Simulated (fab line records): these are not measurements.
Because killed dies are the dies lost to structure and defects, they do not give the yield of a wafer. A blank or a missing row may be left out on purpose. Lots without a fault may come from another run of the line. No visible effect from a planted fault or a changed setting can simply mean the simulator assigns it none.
Matching of chambers	flow nand-harc	4 sister chambers for NHARC_A_STAIRCASE_CMP_450 on cmp-03
The step polishes SiO2, target thk 200 nm. 18 wafers are shown with their chamber, then 9 later ones without.

== WAFERS PAIRED WITH THEIR CHAMBERS ==
wafer	chamber	motor-current-A (A)	slurry-filter-dp-kPa (kPa)
L074.1	3	12.6	13.41
L074.3	1	12.0	13.61
L074.6	1	12.7	13.29
L076.1	1	12.8	13.65
L076.4	0	12.9	13.55
L076.5	1	13.0	13.54
L079.1	3	13.3	13.06
L079.4	1	12.4	13.47
L079.6	0	13.2	13.30
L084.3	3	12.7	13.33
L084.5	0	12.7	13.37
L084.6	3	13.3	13.34
L087.1	2	14.3	13.35
L087.2	1	12.9	13.68
L087.6	3	13.2	13.57
L088.1	1	12.3	13.37
L088.3	3	12.5	13.48
L088.5	0	12.9	13.52

SIGNATURES, as means of the wafers listed above
reading	chamber 0	chamber 1	chamber 2	chamber 3	scatter within a chamber
motor-current-A	12.925	12.586	14.300	12.933	0.339
slurry-filter-dp-kPa	13.4350	13.5157	13.3500	13.3650	0.152
Rule: for each reading, subtract the chamber's mean from the wafer's reading, divide by that reading's scatter and square the result; add these up over the readings and take the root, which gives the wafer's distance from the chamber. The wafer belongs to the nearest chamber; if the next one is less than 2 further off, it can't be placed. The scatter is the square root of a quotient: the sum, over the shown wafers, of each reading's squared deviation from its chamber's mean, divided by wafers minus chambers.

== WAFERS WITHOUT THEIR CHAMBER ==
wafer	motor-current-A (A)	slurry-filter-dp-kPa (kPa)
L091.1	12.4	13.53
L091.3	11.9	13.40
L091.4	14.4	13.60
L094.3	12.4	13.75
L094.4	12.6	13.70
L094.6	13.4	13.71
L096.2	14.5	13.58
L096.4	12.5	13.63
L096.5	12.8	13.83

== WHICH CHAMBER EACH ONE RAN IN ==
wafer	from the rows above	in truth
L091.1	can't be placed: 1 or 0 or 3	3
L091.3	can't be placed: 1 or 0 or 3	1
L091.4	2	2
L094.3	can't be placed: 1 or 0 or 3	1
L094.4	can't be placed: 1 or 0 or 3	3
L094.6	can't be placed: 0 or 3 or 1 or 2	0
L096.2	2	2
L096.4	can't be placed: 1 or 0 or 3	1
L096.5	can't be placed: 1 or 0 or 3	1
Correctly placed: 2 of 9. Unplaceable from these rows: 7, with the true chamber sitting among the candidates in 7. 0 placed wrongly.
